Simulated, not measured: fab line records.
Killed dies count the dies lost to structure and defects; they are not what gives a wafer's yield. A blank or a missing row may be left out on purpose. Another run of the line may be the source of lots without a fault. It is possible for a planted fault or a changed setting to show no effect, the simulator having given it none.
Chamber matching :: flow nandHarc :: rieDiel-06 running NHARC_P_ZERO_WELL_DESCUM_39: 4 sister chambers
The step chemistry O2, time 3 s. 16 wafers are shown with their chamber, then 8 later ones without.

WAFERS, EACH WITH ITS CHAMBER
wafer: L078.1
chamber: 3
showerheadPlenumPTorr (Torr): 1.90
rfVppV (V): 58.4
oesProductAu (a.u.): 1.004

wafer: L078.2
chamber: 0
showerheadPlenumPTorr (Torr): 1.85
rfVppV (V): 56.9
oesProductAu (a.u.): 0.996

wafer: L078.6
chamber: 0
showerheadPlenumPTorr (Torr): 1.85
rfVppV (V): 57.6
oesProductAu (a.u.): 0.987

wafer: L080.1
chamber: 1
showerheadPlenumPTorr (Torr): 1.79
rfVppV (V): 57.1
oesProductAu (a.u.): 1.010

wafer: L080.2
chamber: 0
showerheadPlenumPTorr (Torr): 1.85
rfVppV (V): 57.3
oesProductAu (a.u.): 1.001

wafer: L080.4
chamber: 2
showerheadPlenumPTorr (Torr): 2.00
rfVppV (V): 58.0
oesProductAu (a.u.): 1.000

wafer: L086.2
chamber: 2
showerheadPlenumPTorr (Torr): 1.99
rfVppV (V): 58.5
oesProductAu (a.u.): 1.005

wafer: L086.4
chamber: 3
showerheadPlenumPTorr (Torr): 1.89
rfVppV (V): 58.4
oesProductAu (a.u.): 1.006

wafer: L086.6
chamber: 2
showerheadPlenumPTorr (Torr): 1.99
rfVppV (V): 58.8
oesProductAu (a.u.): 0.996

wafer: L088.4
chamber: 1
showerheadPlenumPTorr (Torr): 1.78
rfVppV (V): 57.2
oesProductAu (a.u.): 1.011

wafer: L088.5
chamber: 1
showerheadPlenumPTorr (Torr): 1.78
rfVppV (V): 55.9
oesProductAu (a.u.): 1.012

wafer: L088.6
chamber: 0
showerheadPlenumPTorr (Torr): 1.84
rfVppV (V): 58.1
oesProductAu (a.u.): 1.006

wafer: L089.3
chamber: 2
showerheadPlenumPTorr (Torr): 1.99
rfVppV (V): 58.6
oesProductAu (a.u.): 1.012

wafer: L089.4
chamber: 0
showerheadPlenumPTorr (Torr): 1.84
rfVppV (V): 56.8
oesProductAu (a.u.): 1.009

wafer: L089.6
chamber: 2
showerheadPlenumPTorr (Torr): 1.99
rfVppV (V): 57.5
oesProductAu (a.u.): 1.003

wafer: L091.1
chamber: 0
showerheadPlenumPTorr (Torr): 1.83
rfVppV (V): 57.7
oesProductAu (a.u.): 0.998

SIGNATURES (averages over the wafers above)
reading: showerheadPlenumPTorr
chamber 0: 1.8433
chamber 1: 1.7833
chamber 2: 1.9920
chamber 3: 1.8950
scatter within a chamber: 0.00665

reading: rfVppV
chamber 0: 57.400
chamber 1: 56.733
chamber 2: 58.280
chamber 3: 58.400
scatter within a chamber: 0.532

reading: oesProductAu
chamber 0: 0.99950
chamber 1: 1.01100
chamber 2: 1.00320
chamber 3: 1.00500
scatter within a chamber: 0.00614
Rule: for each reading, subtract the chamber's mean from the wafer's reading, divide by that reading's scatter and square the result; add these up over the readings and take the root, which gives the wafer's distance from the chamber. If the next closest chamber is less than 2 further off than the closest, the wafer can't be placed; otherwise it belongs to the closest. The scatter: take each reading less its chamber's mean, square it, sum over the shown wafers, divide by the number of wafers less the number of chambers, and take the root.

WAFERS WITH NO CHAMBER GIVEN
wafer: L091.4
showerheadPlenumPTorr (Torr): 1.78
rfVppV (V): 56.5
oesProductAu (a.u.): 1.010

wafer: L091.5
showerheadPlenumPTorr (Torr): 1.99
rfVppV (V): 59.2
oesProductAu (a.u.): 1.007

wafer: L093.2
showerheadPlenumPTorr (Torr): 1.88
rfVppV (V): 58.0
oesProductAu (a.u.): 1.002

wafer: L093.4
showerheadPlenumPTorr (Torr): 1.83
rfVppV (V): 56.5
oesProductAu (a.u.): 1.001

wafer: L093.6
showerheadPlenumPTorr (Torr): 1.78
rfVppV (V): 56.6
oesProductAu (a.u.): 1.004

wafer: L095.1
showerheadPlenumPTorr (Torr): 1.83
rfVppV (V): 57.3
oesProductAu (a.u.): 1.011

wafer: L095.4
showerheadPlenumPTorr (Torr): 1.98
rfVppV (V): 59.3
oesProductAu (a.u.): 1.007

wafer: L095.6
showerheadPlenumPTorr (Torr): 1.83
rfVppV (V): 55.5
oesProductAu (a.u.): 1.008

CHAMBER TAKEN BY EACH
wafer: L091.4
from the rows above: 1
in truth: 1

wafer: L091.5
from the rows above: 2
in truth: 2

wafer: L093.2
from the rows above: 3
in truth: 3

wafer: L093.4
from the rows above: 0
in truth: 0

wafer: L093.6
from the rows above: 1
in truth: 1

wafer: L095.1
from the rows above: 0
in truth: 0

wafer: L095.4
from the rows above: 2
in truth: 2

wafer: L095.6
from the rows above: 0
in truth: 0
Placed correctly: 8 of 8. From these rows, 0 cannot be placed. Placed wrongly: 0.
